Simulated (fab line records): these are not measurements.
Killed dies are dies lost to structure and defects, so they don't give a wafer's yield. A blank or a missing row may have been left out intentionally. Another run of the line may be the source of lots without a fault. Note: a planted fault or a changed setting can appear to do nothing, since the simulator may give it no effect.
Chamber matching | flow nand_harc | NHARC_P_ZERO_WELL_ETCH_63 on rie_si-03 has 4 sister chambers
The step etches the open film in HBr/Cl2, target depth 120 nm, time 40.1 s. 8 wafers are shown with their chamber, then 7 later ones without.

## WAFERS PAIRED WITH THEIR CHAMBERS
wafer  | chamber | drypump_motor_current_A (A) | oes_product_au (a.u.)
L294.2 | 1       | 5.4                         | 1.006
L294.6 | 1       | 5.4                         | 0.999
L296.5 | 2       | 5.9                         | 1.002
L297.1 | 2       | 6.0                         | 1.004
L297.4 | 0       | 6.4                         | 0.994
L297.6 | 3       | 6.6                         | 0.986
L298.1 | 3       | 6.6                         | 0.997
L298.4 | 0       | 6.4                         | 0.985

## WAFERS WITHOUT THEIR CHAMBER
wafer  | drypump_motor_current_A (A) | oes_product_au (a.u.)
L298.6 | 6.6                         | 0.984
L310.1 | 6.4                         | 1.007
L310.3 | 5.9                         | 1.022
L310.4 | 5.4                         | 0.997
L313.3 | 6.6                         | 1.001
L313.4 | 6.0                         | 1.016
L313.6 | 6.5                         | 0.998

## WHICH CHAMBER EACH WENT THROUGH
wafer  | from the rows above     | in truth
L298.6 | 3                       | 3
L310.1 | 0                       | 0
L310.3 | 2                       | 2
L310.4 | 1                       | 1
L313.3 | 3                       | 3
L313.4 | 2                       | 2
L313.6 | can't be placed: 3 or 0 | 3
Placed correctly: 6 of 7. Cannot be placed on the basis of these rows: 1; the candidates contain the true chamber in 1. 0 placed wrongly.
How it was worked out, from the rows above alone: a wafer's distance from a chamber is the root of the sum, over the readings, of the square of ((its reading less the chamber's mean) divided by the reading's scatter). The wafer belongs to the nearest chamber; if the next one is less than 2 further off, it can't be placed. For every chamber, the mean is computed from those of its wafers that are shown. The scatter is the square root of a quotient: the sum, over the shown wafers, of each reading's squared deviation from its chamber's mean, divided by wafers minus chambers.
